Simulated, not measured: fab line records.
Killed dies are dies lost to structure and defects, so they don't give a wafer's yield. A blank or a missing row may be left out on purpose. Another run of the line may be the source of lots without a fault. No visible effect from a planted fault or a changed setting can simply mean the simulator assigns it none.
fab line records | flow nandHarc | part 2 of 2: steps 5 to 6 of 6
[record] lots = 24 | wafers = 72 | lastDay = 24
route steps=1159 shown A_M0@1008 A_M1@1037
lots that met no fault: taken from a fault-free run of the same line
startH: start of the lot's first displayed wafer, in hours after the record's first day | waitH: hours elapsed since this lot's preceding step | " same as the row above | L1.1+2: a single row standing in for several wafers | - value missing, or start not given | * or withheld: withheld | < > ~ a bound
route shown NAME@n: names a module that has steps shown in the file, with the first one's number in the route | usual: mean and standard deviation over wafers with no fault | same: alike in all rows | chamber/n: place in a boat | sites: per-site readings | _std_site: the values' standard deviation | _edge_site: inner sites' mean taken away from outer sites' mean | radiusMm: for every site, how far away it sits from the centre of the wafer | mask NAME#n: copy n | behind: the most recent tool/chamber to have shaped the wafer | hold: the reason the lot was held/the length of the hold in hours/how it ended | device: names the non-switching transistor (n, p or np) | end of line: at the end of the route, the tests of the same wafers | where a step has no rows: the recipe by itself | killed: the dies lost at the first sort to structure and to defects; this is not the yield of the wafer | map: a wafer's dies, x killed, . not, _ none there
set.NAME: the setting the step ran with; set.NAME@STEP: the setting that earlier step ran with | model.NAME: the simulator's own value behind a step, which no gauge read
the route's steps for a sample of lots (tables are steps, rows are wafers)
services: a tool's chamber out of use, with start hour (startH, from the record's first day; less than 0 if before it), hours out, and reason
[[steps]]
[step NHARC_A_M1_ETCH_35]
[recipe] targetDepthA = 400 | overetchA = 120 | timeS = 43.94 | ionEnergyEv = 200 | n2FlowSccm = 150 | h2FlowSccm = 150 | arFlowSccm = 0 | rfW = 400 | biasW = 150 | chemistry = N2/H2
[usual] drypumpMotorCurrentA = 5.6/0.46 | mfcArSccm = 0.013/0.014 | oesProductAu = 0.997/0.01 | rfVppV = 430.8/2.5 | showerheadPlenumPTorr = 2.05/0.089 | throttleValvePct = 14.170/0.0088
lot.wafer | tool       | chamber | startH | waitH | drypumpMotorCurrentA | mfcArSccm | oesProductAu | rfHoursCounterH | rfVppV | showerheadPlenumPTorr | throttleValvePct
L077.4    | rieDiel-08 | 1       | 409.49 | 0.1   | 5.3                  | 0.037     | 1.003        | 7               | 428.7  | 1.95                  | 14.171
L077.6    | "          | 2       | "      | "     | 6.2                  | 0         | 0.987        | -               | 426.6  | 1.90                  | 14.177
L077.5    | "          | 3       | "      | "     | 6.4                  | 0         | 0.994        | -               | 431.4  | 2.07                  | 14.172
L074.2    | rieDiel-13 | 2       | 416.31 | 0.1   | 5.3                  | 0         | 0.998        | 3               | 435.7  | 2.19                  | 14.168
L074.1    | "          | 3       | "      | "     | 5.1                  | 0.027     | 1.001        | 3               | 430.5  | 2.05                  | 14.180
L074.4    | "          | 0       | "      | "     | 5.9                  | 0.026     | 0.982        | 3               | 431.0  | 2.11                  | 14.181
L075.4    | rieDiel-13 | 1       | 417.01 | 0.1   | 5.2                  | 0         | 0.990        | 3               | 430.0  | 1.98                  | 14.156
L075.1    | "          | 2       | "      | "     | 5.3                  | 0         | 1.016        | 3               | 433.9  | 2.19                  | 14.154
L075.6    | "          | 2       | "      | "     | 5.3                  | 0         | 1.005        | -               | 434.8  | 2.19                  | 14.159
L079.3    | rieDiel-01 | 1       | 417.20 | 0.1   | 5.5                  | 0.029     | 1.009        | 8               | 427.7  | 1.95                  | 14.180
L079.4    | "          | 0       | "      | "     | 5.2                  | 0         | 1.008        | 8               | 431.9  | 2.08                  | 14.168
L079.5    | "          | 1       | "      | "     | 5.5                  | 0.029     | 0.998        | -               | 428.6  | 1.95                  | 14.176
L076.4    | rieDiel-13 | 1       | 417.94 | 0.1   | 5.2                  | 0         | 0.995        | 3               | 430.1  | 1.98                  | 14.172
L076.1    | "          | 3       | "      | "     | 5.1                  | 0.027     | 1.005        | 3               | 430.9  | 2.05                  | 14.177
L076.6    | "          | 2       | "      | "     | 5.3                  | 0         | 1.014        | -               | 433.8  | 2.19                  | 14.188
L078.2    | rieDiel-13 | 2       | 418.59 | 0.1   | 5.3                  | 0         | 1.001        | 3               | 434.4  | 2.19                  | 14.172
L078.4    | "          | 0       | "      | "     | 5.9                  | 0.026     | 0.980        | 3               | 431.1  | 2.11                  | 14.171
L078.6    | "          | 1       | "      | "     | 5.2                  | 0         | 0.980        | -               | 428.5  | 1.98                  | 14.161
L080.4    | rieDiel-13 | 1       | 432.19 | 0.1   | 5.2                  | 0         | 0.989        | 3               | 429.5  | 1.98                  | 14.178
L080.3    | "          | 2       | "      | "     | 5.3                  | 0         | 1.017        | 3               | 434.1  | 2.19                  | 14.150
L080.6    | "          | 0       | "      | "     | 5.9                  | 0.026     | 0.998        | -               | 433.7  | 2.11                  | 14.175
L081.4    | rieDiel-08 | 1       | 441.02 | 0.1   | 5.3                  | 0.037     | 0.997        | 8               | 427.5  | 1.95                  | 14.166
L081.1    | "          | 2       | "      | "     | 6.2                  | 0         | 1.003        | 8               | 427.8  | 1.90                  | 14.174
L081.5    | "          | 1       | "      | "     | 5.3                  | 0.037     | 1.006        | -               | 428.7  | 1.95                  | 14.166
L083.4    | rieDiel-08 | 0       | 442.21 | 0.1   | 5.8                  | 0.023     | 1.012        | 8               | 433.8  | 2.14                  | 14.178
L083.3    | "          | 2       | "      | "     | 6.2                  | 0         | 1.010        | 8               | 425.3  | 1.90                  | 14.180
L083.5    | "          | 0       | "      | "     | 5.8                  | 0.023     | 1.008        | -               | 433.5  | 2.14                  | 14.167
L082.1    | rieDiel-13 | 3       | 443.28 | 0.1   | 5.1                  | 0.027     | 1.001        | 4               | 431.3  | 2.05                  | 14.163
L082.6    | "          | 0       | "      | "     | 5.9                  | 0.026     | 0.995        | -               | 432.5  | 2.11                  | 14.178
L082.5    | "          | 1       | "      | "     | 5.2                  | 0         | 0.998        | -               | 429.0  | 1.98                  | 14.181
L085.2    | rieDiel-08 | 2       | 458.98 | 0.1   | 6.2                  | 0         | 1.003        | 10              | 426.7  | 1.90                  | 14.174
L085.6    | "          | 1       | "      | "     | 5.3                  | 0.037     | 1.009        | -               | 427.6  | 1.95                  | 14.182
L085.4    | "          | 2       | "      | "     | 6.2                  | 0         | 0.996        | -               | 425.7  | 1.90                  | 14.167
L084.1    | rieDiel-08 | 2       | 459.77 | 0.1   | 6.2                  | 0         | 0.991        | 10              | 427.4  | 1.90                  | 14.182
L084.4    | "          | 3       | "      | "     | 6.4                  | 0         | 0.991        | -               | 431.9  | 2.07                  | 14.169
L084.5    | "          | 2       | "      | "     | 6.2                  | 0         | 0.997        | -               | 426.7  | 1.90                  | 14.165
L087.2    | rieDiel-13 | 1       | 468.78 | 0.1   | 5.2                  | 0         | 0.989        | 0               | 428.7  | 1.98                  | 14.172
L087.5    | "          | 3       | "      | "     | 5.1                  | 0.027     | 0.969        | -               | 430.6  | 2.05                  | 14.158
L087.6    | "          | 0       | "      | "     | 5.9                  | 0.026     | 0.988        | -               | 431.8  | 2.11                  | 14.166
L086.2    | rieDiel-08 | 0       | 473.94 | 0.1   | 5.8                  | 0.023     | 1.014        | 11              | 433.3  | 2.14                  | 14.177
L086.6    | "          | 0       | "      | "     | 5.8                  | 0.023     | 1.018        | -               | 434.2  | 2.14                  | 14.172
L086.5    | "          | 1       | "      | "     | 5.4                  | 0.037     | 1.003        | -               | 428.7  | 1.95                  | 14.158
L090.2    | rieDiel-13 | 1       | 489.94 | 0.1   | 5.2                  | 0         | 0.982        | 1               | 427.6  | 1.98                  | 14.182
L090.1    | "          | 2       | "      | "     | 5.3                  | 0         | 0.993        | 0               | 434.3  | 2.19                  | 14.164
L090.5    | "          | 2       | "      | "     | 5.3                  | 0         | 1.009        | -               | 433.3  | 2.19                  | 14.167
L089.1    | rieDiel-13 | 0       | 492.65 | 0.1   | 5.9                  | 0.026     | 0.984        | 1               | 432.6  | 2.11                  | 14.172
L089.4    | "          | 3       | "      | "     | 5.1                  | 0.027     | 0.976        | 1               | 431.9  | 2.05                  | 14.165
L089.5    | "          | 1       | "      | "     | 5.2                  | 0         | 0.992        | -               | 427.7  | 1.98                  | 14.172
L088.4    | rieDiel-08 | 3       | 499.30 | 0.1   | 6.4                  | 0         | 1.008        | 1               | 431.4  | 2.06                  | 14.164
L088.2    | "          | 0       | "      | "     | 5.8                  | 0.023     | 1.012        | 1               | 433.8  | 2.14                  | 14.175
L088.5    | "          | 2       | "      | "     | 6.2                  | 0         | 0.997        | -               | 429.0  | 1.90                  | 14.180
L091.4    | rieDiel-13 | 2       | 504.43 | 0.1   | 5.3                  | 0         | 1.000        | 1               | 435.0  | 2.19                  | 14.167
L091.3    | "          | 0       | "      | "     | 5.9                  | 0.026     | 0.988        | 1               | 433.4  | 2.11                  | 14.171
L091.5    | "          | 2       | "      | "     | 5.3                  | 0         | 0.999        | -               | 434.8  | 2.19                  | 14.181
L093.3    | rieDiel-01 | 0       | 510.69 | 0.1   | 5.2                  | 0         | 1.003        | 0               | 431.3  | 2.07                  | 14.167
L093.5    | "          | 1       | "      | "     | 5.5                  | 0.029     | 0.991        | -               | 428.1  | 1.94                  | 14.182
L093.6    | "          | 2       | "      | "     | 6.6                  | 0.006     | 0.988        | -               | 429.9  | 2.03                  | 14.171
L092.3    | rieDiel-08 | 0       | 511.63 | 0.1   | 5.8                  | 0.023     | 1.005        | 2               | 432.3  | 2.14                  | 14.178
L092.4    | "          | 1       | "      | "     | 5.4                  | 0.037     | 1.007        | 2               | 428.3  | 1.95                  | 14.172
L092.6    | "          | 1       | "      | "     | 5.4                  | 0.037     | 1.016        | -               | 428.0  | 1.95                  | 14.179
L094.2    | rieDiel-13 | 2       | 527.48 | 0.1   | 5.3                  | 0         | 1.003        | 1               | 435.3  | 2.19                  | 14.168
L094.3    | "          | 0       | "      | "     | 5.8                  | 0.026     | 0.998        | 2               | 432.3  | 2.11                  | 14.169
L094.4    | "          | 1       | "      | "     | 5.2                  | 0         | 0.992        | 1               | 429.5  | 1.98                  | 14.166
L096.3    | rieDiel-13 | 1       | 528.06 | 0.1   | 5.2                  | 0         | 0.977        | 1               | 428.0  | 1.98                  | 14.161
L096.4    | "          | 0       | "      | "     | 5.9                  | 0.026     | 0.982        | 2               | 434.6  | 2.11                  | 14.187
L096.5    | "          | 2       | "      | "     | 5.3                  | 0         | 0.985        | -               | 434.4  | 2.19                  | 14.170
L095.4    | rieDiel-13 | 3       | 530.32 | 0.1   | 5.1                  | 0.027     | 0.988        | 2               | 430.7  | 2.05                  | 14.166
L095.3    | "          | 0       | "      | "     | 5.9                  | 0.026     | 0.992        | 2               | 432.4  | 2.11                  | 14.191
L095.6    | "          | 1       | "      | "     | 5.2                  | 0         | 0.992        | -               | 428.4  | 1.98                  | 14.166
L097.3    | rieDiel-01 | 1       | 533.20 | 0.1   | 5.5                  | 0.029     | 0.999        | 3               | 428.7  | 1.94                  | 14.179
L097.6    | "          | 3       | "      | "     | 5.5                  | 0.017     | 1.005        | -               | 429.0  | 1.98                  | 14.155
L097.5    | "          | 0       | "      | "     | 5.2                  | 0         | 1.009        | -               | 431.6  | 2.07                  | 14.160
[step NHARC_A_M1_PVD_20]
[recipe] targetThkA = 50 | biasV = 168.6 | powerW = 15000 | chamberPressurePa = 0.12 | timeS = 8.06 | substrateTempC = 50 | material = TaN
[usual] biasV = 168.8/1.7 | throttleValvePct = 30.3/1.4
lot.wafer | tool          | chamber | startH | waitH | biasV | throttleValvePct
L077.4    | pvdSputter-03 | -       | -      | -     | 167.1 | 30.5
L077.5    | "             | -       | "      | "     | 167.5 | 30.2
L077.6    | "             | -       | "      | "     | 168.4 | 34.7
L074.2    | pvdSputter-02 | -       | -      | -     | 168.0 | 30.6
L074.4    | "             | -       | "      | "     | 167.8 | 30.4
L074.1    | "             | -       | "      | "     | 167.5 | 30.1
L075.4    | pvdSputter-01 | -       | -      | -     | 168.1 | 29.4
L075.1    | "             | -       | "      | "     | 169.8 | 31.0
L075.6    | "             | -       | "      | "     | 174.2 | 31.0
L079.3    | pvdSputter-02 | -       | -      | -     | 168.5 | 30.4
L079.4    | "             | -       | "      | "     | 170.0 | 30.3
L079.5    | "             | -       | "      | "     | 169.0 | 30.1
L076.1    | pvdSputter-01 | -       | -      | -     | 169.5 | 31.2
L076.4    | "             | -       | "      | "     | 171.4 | 29.1
L076.6    | "             | -       | "      | "     | 167.9 | 29.2
L078.4    | pvdSputter-02 | -       | -      | -     | 169.4 | 30.9
L078.2    | "             | -       | "      | "     | 168.1 | 31.8
L078.6    | "             | -       | "      | "     | 168.0 | 30.8
L080.4    | pvdSputter-02 | -       | -      | -     | 169.9 | 30.5
L080.3    | "             | -       | "      | "     | 169.5 | 31.7
L080.6    | "             | -       | "      | "     | 169.5 | 31.8
L081.4    | pvdSputter-01 | -       | -      | -     | 169.0 | 31.3
L081.1    | "             | -       | "      | "     | 168.5 | 29.3
L081.5    | "             | -       | "      | "     | 170.6 | 31.3
L083.4    | pvdSputter-02 | -       | -      | -     | 169.2 | 30.1
L083.3    | "             | -       | "      | "     | 170.1 | 30.1
L083.5    | "             | -       | "      | "     | 167.4 | 30.9
L082.1    | pvdSputter-02 | -       | -      | -     | 169.4 | 30.4
L082.6    | "             | -       | "      | "     | 169.6 | 31.9
L082.5    | "             | -       | "      | "     | 170.7 | 30.3
L085.2    | pvdSputter-01 | -       | -      | -     | 168.8 | 29.2
L085.4    | "             | -       | "      | "     | 168.5 | 30.8
L085.6    | "             | -       | "      | "     | 170.1 | 29.1
L084.1    | pvdSputter-02 | -       | -      | -     | 168.7 | 30.7
L084.4    | "             | -       | "      | "     | 170.5 | 30.7
L084.5    | "             | -       | "      | "     | 170.2 | 30.8
L087.2    | pvdSputter-03 | -       | -      | -     | 168.4 | 29.8
L087.5    | "             | -       | "      | "     | 167.2 | 33.9
L087.6    | "             | -       | "      | "     | 168.4 | 30.0
L086.2    | pvdSputter-01 | -       | -      | -     | 169.8 | 29.4
L086.5    | "             | -       | "      | "     | 167.1 | 29.5
L086.6    | "             | -       | "      | "     | 171.2 | 31.2
L090.1    | pvdSputter-01 | -       | -      | -     | 166.9 | 29.2
L090.2    | "             | -       | "      | "     | 172.1 | 29.2
L090.5    | "             | -       | "      | "     | 169.9 | 31.3
L089.4    | pvdSputter-01 | -       | -      | -     | 168.6 | 29.2
L089.1    | "             | -       | "      | "     | 165.4 | 27.8
L089.5    | "             | -       | "      | "     | 167.3 | 29.1
L088.2    | pvdSputter-01 | -       | -      | -     | 166.8 | 27.4
L088.4    | "             | -       | "      | "     | 167.1 | 29.4
L088.5    | "             | -       | "      | "     | 167.2 | 29.7
L091.4    | pvdSputter-03 | -       | -      | -     | 168.4 | 30.0
L091.3    | "             | -       | "      | "     | 168.8 | 28.7
L091.5    | "             | -       | "      | "     | 169.4 | 33.4
L093.3    | pvdSputter-01 | -       | -      | -     | 169.0 | 29.1
L093.6    | "             | -       | "      | "     | 167.2 | 29.0
L093.5    | "             | -       | "      | "     | 169.0 | 27.8
L092.3    | pvdSputter-02 | -       | -      | -     | 167.9 | 30.3
L092.4    | "             | -       | "      | "     | 169.4 | 30.3
L092.6    | "             | -       | "      | "     | 166.8 | 30.3
L094.4    | pvdSputter-03 | -       | -      | -     | 165.3 | 30.0
L094.2    | "             | -       | "      | "     | 167.8 | 33.5
L094.3    | "             | -       | "      | "     | 170.9 | 30.1
L096.3    | pvdSputter-02 | -       | -      | -     | 168.2 | 30.0
L096.4    | "             | -       | "      | "     | 169.7 | 32.0
L096.5    | "             | -       | "      | "     | 166.6 | 30.5
L095.4    | pvdSputter-02 | -       | -      | -     | 170.4 | 30.3
L095.3    | "             | -       | "      | "     | 169.7 | 30.2
L095.6    | "             | -       | "      | "     | 170.8 | 30.1
L097.3    | pvdSputter-02 | -       | -      | -     | 168.4 | 30.3
L097.5    | "             | -       | "      | "     | 167.3 | 30.3
L097.6    | "             | -       | "      | "     | 171.8 | 30.9
[[services]]
tool          | chamber | startH | hours | kind
rieDiel-13    | -       | 389.33 | 7.8   | repair
pvdSputter-02 | -       | 392.03 | 10.0  | pm
rieDiel-03    | -       | 392.30 | 9.0   | pm
rieDiel-05    | 2       | 408.12 | 7.7   | repair
pvdSputter-02 | -       | 410.14 | 1.5   | repair
rieDiel-03    | 3       | 411.44 | 4.4   | repair
pvdSputter-02 | -       | 413.93 | 1.4   | repair
pvdSputter-03 | -       | 416.85 | 4.1   | repair
rieDiel-08    | 2       | 424.75 | 5.9   | repair
rieDiel-13    | 3       | 427.80 | 3.1   | repair
rieDiel-08    | 0       | 431.36 | 5.8   | repair
rieDiel-13    | -       | 453.00 | 9.0   | pm
rieDiel-08    | 0       | 453.09 | 8.0   | repair
pvdSputter-03 | -       | 458.00 | 10.0  | pm
pvdSputter-02 | -       | 463.91 | 2.1   | repair
pvdSputter-01 | -       | 466.65 | 1.8   | repair
pvdSputter-03 | -       | 470.61 | 2.0   | repair
rieDiel-08    | -       | 478.81 | 9.0   | pm
rieDiel-03    | 1       | 485.50 | 7.4   | repair
pvdSputter-02 | -       | 499.75 | 6.1   | repair
pvdSputter-01 | -       | 514.02 | 10.0  | pm
rieDiel-05    | -       | 517.60 | 9.0   | pm
rieDiel-10    | 3       | 518.11 | 10.1  | repair
rieDiel-10    | -       | 530.50 | 9.0   | pm
